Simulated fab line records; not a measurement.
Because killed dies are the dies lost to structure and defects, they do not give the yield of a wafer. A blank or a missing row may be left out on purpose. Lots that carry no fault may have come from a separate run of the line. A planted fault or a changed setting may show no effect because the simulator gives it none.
Chamber matching    flow n5-finfet    pecvd-01 running N5_BEOL_M9_PECVD_70: 3 sister chambers
The step deposits SiO2 from TEOS/O2, target thk 20 nm, time 22.7 s. 6 wafers are shown with their chamber, then 12 later ones without.

== WAFERS WITH THEIR CHAMBER ==
wafer   chamber  throttle-valve-pct (%)  showerhead-plenum-p-Torr (Torr)
L088.1  2        21.2                    8.83
L086.3  2        21.1                    8.85
L086.5  1        22.6                    8.74
L087.1  0        23.3                    8.71
L087.2  1        22.9                    8.74
L087.5  0        23.5                    8.72

== WAFERS WHOSE CHAMBER IS MISSING ==
wafer   throttle-valve-pct (%)  showerhead-plenum-p-Torr (Torr)
L092.3  21.2                    8.82
L092.4  21.3                    8.82
L092.5  23.4                    8.71
L091.2  21.6                    8.83
L091.4  23.4                    8.72
L091.6  22.8                    8.75
L095.2  23.3                    8.71
L095.3  21.4                    8.86
L095.6  21.6                    8.84
L097.1  22.8                    8.77
L097.2  21.4                    8.83
L097.4  23.0                    8.73

== WHICH CHAMBER EACH ONE RAN IN ==
wafer   from the rows above      in truth
L092.3  2                        2
L092.4  2                        2
L092.5  0                        0
L091.2  2                        2
L091.4  0                        0
L091.6  1                        1
L095.2  0                        0
L095.3  2                        2
L095.6  2                        2
L097.1  1                        1
L097.2  2                        2
L097.4  can't be placed: 1 or 0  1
Correct placement for 11 of the 12. Can't be placed from these rows: 1 (the true chamber is among the candidates in 1). 0 placed wrongly.
How it was worked out, from the rows above alone: a wafer's distance from a chamber is the root of the sum, over the readings, of the square of ((its reading less the chamber's mean) divided by the reading's scatter). If the next closest chamber is less than 2 further off than the closest, the wafer can't be placed; otherwise it belongs to the closest. For every chamber, the mean is computed from those of its wafers that are shown. The scatter is the square root of a quotient: the sum, over the shown wafers, of each reading's squared deviation from its chamber's mean, divided by wafers minus chambers.
